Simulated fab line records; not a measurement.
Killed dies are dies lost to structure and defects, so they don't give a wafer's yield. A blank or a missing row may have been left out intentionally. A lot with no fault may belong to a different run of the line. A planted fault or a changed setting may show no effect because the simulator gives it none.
fab line records    flow n5-finfet
[record] lots = 10  wafers = 29  last-day = 17
route steps=1938 shown SD_EPI_P@322 SDB@360 HKMG_FIN@390 BEOL_M4@1111
lots that met no fault: taken from a fault-free run of the same line
start-h: start of the lot's first displayed wafer, in hours after the record's first day    wait-h: hours from the lot's prior step to this one    " as in the row above    L1.1+2: a single row standing in for several wafers    - value missing, or start not given    * or withheld: withheld    < > ~ a bound
route shown NAME@n: NAME is a module with steps in the file, n the number in the route of the first one    usual: the fault-free wafers' mean and standard deviation    same: alike in all rows    chamber/n: place in a boat    sites: each site's reading    _std_site: standard deviation across them    _edge_site: outer sites' mean less inner sites'    radius-mm: for every site, how far away it sits from the centre of the wafer    mask NAME#n: copy n    behind: tool/chamber where the wafer was last shaped    hold: what put the lot on hold/how long, in hours/how the hold closed    device: names the non-switching transistor (n, p or np)    end of line: the route-end tests of the same wafers    where a step has no rows: the recipe by itself    killed: count of dies lost to structure and defects at first sort (not the wafer's yield)    map: per-die view of a wafer (x killed, . not killed, _ where there is no die)
set.NAME: the setting as run; set.NAME@STEP: as run at that earlier step    model.NAME: the simulator's own value behind a step, which no gauge read
one table for each step of the route and one row for each wafer, over a sample of lots
services: the hour from which a tool's chamber was out of use, counted from the record's first day as start-h (under 0 if before that day), plus the number of hours and why
[[steps]]
[step N5_SD_EPI_P_EPI_MEAS_23]
[recipe] mode = xrd
[usual] thk-nm = 60.9/1.2
lot.wafer  tool           chamber  start-h  wait-h  thk-nm
L370.2     film-metro-02  -        63.88    2.0     60.2
L370.5     "              -        "        "       61.5
L370.6     "              -        "        "       60.5
L372.3     film-metro-01  -        76.69    1.5     61.5
L372.5     "              -        "        "       61.8
L372.6     "              -        "        "       59.7
L376.2     film-metro-02  -        101.11   1.5     61.1
L376.5     "              -        "        "       59.6
L376.6     "              -        "        "       60.9
L381.1     film-metro-01  -        131.11   1.8     62.0
L381.2     "              -        "        "       62.4
L381.4     "              -        "        "       61.3
L382.3     film-metro-01  -        138.15   1.5     61.9
L382.6     "              -        "        "       60.0
L383.1     film-metro-02  -        146.12   2.4     60.5
L383.2     "              -        "        "       62.7
L383.4     "              -        "        "       63.2
L385.3     film-metro-01  -        159.89   1.5     62.1
L385.4     "              -        "        "       60.1
L385.6     "              -        "        "       58.2
L387.2     film-metro-01  -        169.90   2.0     61.6
L387.3     "              -        "        "       60.4
L387.4     "              -        "        "       62.3
L389.1     film-metro-01  -        179.09   1.8     58.5
L389.3     "              -        "        "       60.4
L389.5     "              -        "        "       59.6
L391.3     film-metro-01  -        189.38   1.1     60.5
L391.5     "              -        "        "       60.5
L391.6     "              -        "        "       60.1
[step N5_SDB_ETCH_17]
[recipe] chemistry = CF4  target = SiARC  target-depth-a = 234  mask-material = CAR-ArF  time-s = 39  ion-energy-ev = 80  pressure-mtorr = 40  source-w = 545  bias-w = 36  Ar_flow_sccm = 100  cf4-flow-sccm = 100  ends = cleared
[usual] drypump-motor-current-A = 5.8/0.43  etch-rf-on-time-s = 39.0/0.84  oes-product-au = 0.68/0.082  rf-vpp-V = 184.2/1.1  showerhead-plenum-p-Torr = 2.14/0.069  throttle-valve-pct = 15.55/0.19
lot.wafer  tool         chamber  start-h  wait-h  drypump-motor-current-A  etch-rf-on-time-s  oes-product-au  rf-hours-counter-h  rf-vpp-V  showerhead-plenum-p-Torr  throttle-valve-pct
L370.2     rie-diel-02  2        72.56    0.0     5.9                      38.7               0.67            127                 183.4     2.06                      15.55
L370.5     "            2        "        "       5.9                      38.8               0.67            -                   182.9     2.06                      15.57
L370.6     "            1        "        "       5.6                      37.9               0.61            -                   182.8     2.04                      15.64
L372.3     rie-diel-03  1        86.11    0.0     6.3                      40.7               0.59            244                 184.9     2.20                      15.86
L372.5     "            1        "        "       6.2                      40.5               0.59            -                   185.6     2.20                      15.87
L372.6     "            2        "        "       4.8                      38.1               0.61            -                   184.2     2.11                      15.85
L376.2     rie-diel-03  2        109.75   0.0     4.8                      38.9               0.60            244                 183.6     2.11                      15.85
L376.5     "            2        "        "       4.8                      38.7               0.60            -                   184.7     2.11                      15.86
L376.6     "            3        "        "       6.1                      39.2               0.76            -                   184.2     2.18                      15.47
L381.1     rie-diel-02  0        139.49   0.0     5.9                      37.7               0.78            38                  186.1     2.18                      15.38
L381.2     "            3        "        "       6.2                      39.8               0.61            186                 185.8     2.21                      15.38
L381.4     "            1        "        "       5.6                      37.8               0.60            223                 183.9     2.03                      15.71
L382.3     rie-diel-03  3        146.27   0.0     6.1                      39.3               0.73            49                  186.0     2.17                      15.50
L382.6     "            2        "        "       4.8                      38.2               0.59            -                   184.0     2.10                      15.90
L383.1     rie-diel-02  1        154.01   0.0     5.6                      38.3               0.59            229                 181.4     2.03                      15.73
L383.2     "            3        "        "       6.3                      40.2               0.60            191                 184.0     2.21                      15.41
L383.4     "            0        "        "       5.9                      37.7               0.76            43                  184.9     2.18                      15.40
L385.3     rie-diel-02  2        167.77   0.0     5.9                      39.1               0.64            166                 182.0     2.05                      15.63
L385.4     "            3        "        "       6.3                      40.5               0.60            196                 183.9     2.21                      15.41
L385.6     "            2        "        "       5.9                      38.5               0.64            -                   182.9     2.05                      15.65
L387.2     rie-diel-03  1        179.85   0.0     6.2                      39.7               0.76            19                  184.8     2.19                      15.45
L387.3     "            0        "        "       5.7                      38.4               0.80            6                   183.6     2.11                      15.35
L387.4     "            0        "        "       5.7                      37.8               0.82            -                   183.2     2.11                      15.36
L389.1     rie-diel-04  2        187.33   0.0     6.3                      38.8               0.61            243                 184.4     2.11                      15.81
L389.3     "            3        "        "       5.5                      38.5               0.72            62                  182.7     2.08                      15.40
L389.5     "            2        "        "       6.3                      39.1               0.60            -                   183.2     2.11                      15.83
L391.3     rie-diel-03  2        197.88   0.0     4.8                      38.2               0.83            4                   184.2     2.10                      15.36
L391.5     "            2        "        "       4.8                      38.3               0.82            -                   183.0     2.10                      15.40
L391.6     "            1        "        "       6.3                      39.8               0.75            -                   185.3     2.19                      15.47
[step N5_HKMG_FIN_COAT_41]
[recipe] resist = SOC  temp-c = 250  time-s = 60  spin-rpm = 1500  resist-thk-nm = 300
[usual] heater-power-total-W = 500.4/1.7  spin-speed-rpm = 1499.8/0.85
lot.wafer  tool            chamber  start-h  wait-h  heater-power-total-W  spin-speed-rpm
L370.2     litho-track-05  0        77.63    -       502.2                 1500.3
L370.5     "               0        "        "       497.7                 1499.6
L370.6     "               0        "        "       500.9                 1498.8
L372.3     litho-track-04  0        91.82    -       499.8                 1500.1
L372.5     "               0        "        "       499.3                 1499.4
L372.6     "               0        "        "       499.9                 1500.0
L376.2     litho-track-05  0        114.75   -       499.7                 1499.6
L376.5     "               0        "        "       502.3                 1499.4
L376.6     "               0        "        "       501.4                 1499.4
L381.1     litho-track-05  0        144.73   -       501.8                 1499.0
L381.2     "               0        "        "       502.3                 1499.8
L381.4     "               0        "        "       500.7                 1499.3
L382.3     litho-track-05  0        152.00   -       503.3                 1442.6
L382.6     "               0        "        "       499.8                 1443.0
L383.1     litho-track-05  0        159.68   -       502.8                 1443.1
L383.2     "               0        "        "       502.3                 1443.5
L383.4     "               0        "        "       499.0                 1442.7
L385.3     litho-track-04  0        173.46   -       499.8                 1498.2
L385.4     "               0        "        "       498.6                 1500.5
L385.6     "               0        "        "       498.6                 1499.6
L387.2     litho-track-04  0        185.00   -       501.8                 1499.9
L387.3     "               0        "        "       502.3                 1500.5
L387.4     "               0        "        "       501.9                 1500.8
L389.1     litho-track-03  0        193.41   -       498.8                 1500.0
L389.3     "               0        "        "       503.3                 1500.0
L389.5     "               0        "        "       502.0                 1500.1
L391.3     litho-track-04  0        203.93   -       498.7                 1500.2
L391.5     "               0        "        "       502.3                 1499.6
L391.6     "               0        "        "       498.5                 1500.3
[step N5_HKMG_FIN_OVL_MEAS_50]
[recipe] points-per-wafer = 44
[usual] NDIPOLE_OVL = 0.1/0.75
lot.wafer  tool        chamber  start-h  wait-h  NDIPOLE_OVL[nm]
L370.2     overlay-01  0        77.91    0.0     1.1
L370.5     "           0        "        "       1.1
L370.6     "           0        "        "       1.6
L372.3     overlay-02  0        92.22    0.0     0.4
L372.5     "           0        "        "       -0.1
L372.6     "           0        "        "       0.3
L376.2     overlay-02  0        115.03   0.0     0.2
L376.5     "           0        "        "       0.7
L376.6     "           0        "        "       0.2
L381.1     overlay-01  0        145.12   0.0     -1.0
L381.2     "           0        "        "       0.0
L381.4     "           0        "        "       -0.6
L382.3     overlay-02  0        152.29   0.0     -0.1
L382.6     "           0        "        "       0.3
L383.1     overlay-01  0        160.08   0.0     0.3
L383.2     "           0        "        "       -0.1
L383.4     "           0        "        "       0.5
L385.3     overlay-02  0        173.86   0.0     -0.9
L385.4     "           0        "        "       -0.1
L385.6     "           0        "        "       -0.3
L387.2     overlay-02  0        185.27   0.0     -0.4
L387.3     "           0        "        "       0.2
L387.4     "           0        "        "       -0.6
L389.1     overlay-01  0        193.69   0.0     -0.5
L389.3     "           0        "        "       -0.2
L389.5     "           0        "        "       -0.8
L391.3     overlay-01  0        204.33   0.0     -0.7
L391.5     "           0        "        "       -0.3
L391.6     "           0        "        "       -0.4
[step N5_BEOL_M4_RC_MEAS_101]
[usual] DIBL_N = 36.0/1.7  DIBL_P = 35.8/2  IOFF_N = 0.15/0.03  IOFF_P = 0.20/0.037  ION_N = 670/12  ION_P = 460/7.2  SS_N = 71.5/0.68  SS_P = 73.2/0.65  VT_N = 250/3.1  VT_P = -251/3.4
lot.wafer  tool       chamber  start-h  wait-h  DIBL_N[mV/V]  DIBL_P[mV/V]  IOFF_N[nA/um]  IOFF_P[nA/um]  ION_N[uA/um]  ION_P[uA/um]  SS_N[mV/dec]  SS_P[mV/dec]  VT_N[mV]  VT_P[mV]
L370.2     prober-01  0        175.62   0.2     36.4          35.4          0.16           0.20           664           456           71.6          73.0          250       -251
L370.5     "          0        "        "       34.2          31.6          0.11           0.16           655           455           70.5          72.0          256       -256
L370.6     "          0        "        "       34.7          32.5          0.13           0.16           662           454           71.2          72.5          253       -257
L372.3     prober-02  0        177.73   0.3     38.8          39.1          0.20           0.28           671           463           72.0          74.1          246       -244
L372.5     "          0        "        "       37.2          37.0          0.16           0.22           664           459           71.6          72.7          249       -247
L372.6     "          0        "        "       36.9          35.8          0.14           0.21           667           460           72.1          73.2          250       -250
L376.2     prober-01  0        209.11   0.2     35.7          36.3          0.16           0.19           681           459           71.7          72.8          247       -252
L376.5     "          0        "        "       35.9          36.5          0.15           0.20           674           467           72.2          74.3          252       -252
L376.6     "          0        "        "       37.4          38.2          0.19           0.23           689           471           73.0          73.7          248       -251
L381.1     prober-02  0        237.96   0.0     34.8          35.7          0.13           0.19           672           462           71.4          73.5          251       -250
L381.2     "          0        "        "       37.0          37.5          0.16           0.21           676           459           72.0          73.7          249       -248
L381.4     "          0        "        "       32.8          32.3          0.10           0.14           658           451           71.4          71.9          255       -255
L382.3     prober-01  0        255.32   0.3     35.2          35.6          0.14           0.20           684           470           71.1          73.4          250       -250
L382.6     "          0        "        "       35.0          34.7          0.12           0.18           655           460           70.1          72.7          254       -251
L383.1     prober-02  0        261.88   0.0     34.5          34.6          0.12           0.16           667           455           71.1          72.6          252       -255
L383.2     "          0        "        "       37.2          37.2          0.16           0.19           676           457           71.5          72.8          250       -254
L383.4     "          0        "        "       37.5          38.0          0.16           0.20           672           460           72.1          73.8          252       -253
L385.3     prober-01  0        266.22   0.3     36.8          35.9          0.17           0.19           682           462           71.5          73.5          247       -251
L385.4     "          0        "        "       33.2          33.4          0.12           0.16           677           466           70.2          72.4          252       -254
L385.6     "          0        "        "       35.1          33.8          0.14           0.16           665           451           71.2          73.3          254       -257
L387.2     prober-01  0        274.55   0.2     37.5          38.7          0.19           0.21           678           456           72.3          73.8          251       -252
L387.3     "          0        "        "       34.2          34.3          0.12           0.15           670           455           71.8          73.0          255       -259
L387.4     "          0        "        "       33.3          33.9          0.11           0.14           655           443           71.4          72.8          255       -259
L389.1     prober-02  0        299.09   0.0     34.7          33.9          0.13           0.18           664           454           70.7          73.4          252       -249
L389.3     "          0        "        "       37.6          37.7          0.17           0.24           684           467           71.3          73.3          249       -249
L389.5     "          0        "        "       34.3          33.2          0.12           0.17           653           452           70.4          72.3          250       -254
L391.3     prober-02  0        305.41   0.3     34.7          33.1          0.14           0.17           671           462           71.1          72.5          248       -253
L391.5     "          0        "        "       35.7          35.3          0.15           0.20           684           465           70.8          73.3          247       -252
L391.6     "          0        "        "       37.3          35.7          0.17           0.21           665           457           71.3          72.6          248       -250
[[services]]
tool            chamber  start-h  hours  kind
rie-diel-02     1        56.93    4.6    repair
rie-diel-03     0        57.56    11.0   repair
rie-diel-04     2        58.03    14.0   repair
rie-diel-04     0        76.49    -      clean
rie-diel-04     0        76.49    -      consumable-replace:focus-ring
rie-diel-04     0        76.49    -      consumable-replace:showerhead
rie-diel-02     0        91.45    11.1   repair
rie-diel-02     3        99.64    9.0    repair
rie-diel-03     1        103.52   -      clean
rie-diel-03     1        103.52   -      consumable-replace:esc
rie-diel-03     1        103.52   -      consumable-replace:focus-ring
rie-diel-03     1        103.52   35.4   scheduled-down
rie-diel-03     1        103.52   35.4   vent-cycle
litho-track-04  -        112.93   -      consumable-replace:filter
rie-diel-02     3        117.67   8.6    repair
rie-diel-04     -        122.84   15.6   pm
rie-diel-03     0        138.96   -      clean
rie-diel-03     0        138.96   -      consumable-replace:focus-ring
rie-diel-03     0        138.96   29.5   scheduled-down
rie-diel-03     0        138.96   29.5   vent-cycle
rie-diel-03     2        168.82   -      clean
rie-diel-03     2        168.82   -      consumable-replace:focus-ring
rie-diel-03     2        168.82   20.2   scheduled-down
rie-diel-03     2        168.82   20.2   vent-cycle
[[key]]
[first-sign] step = N5_HKMG_FIN_COAT_41  reading = spin-speed-rpm  direction = down  sigmas = 67  usual = *  struck = *
effect none on later readings
met-at N5_HKMG_FIN_COAT_41
struck-lots L382,L383
not-acting-at N5_SD_EPI_P_EPI_MEAS_23,N5_SDB_ETCH_17,N5_HKMG_FIN_OVL_MEAS_50
onset-between 144.73 152.00
[fault] kind = process-parameter-drift  tool = litho-track-05  chamber = -  onset-h = 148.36  steps = N5_HKMG_FIN_COAT_41  channel = spin-rpm  offset = *  shape = step  end-h = 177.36  acts-in = *  stated = *
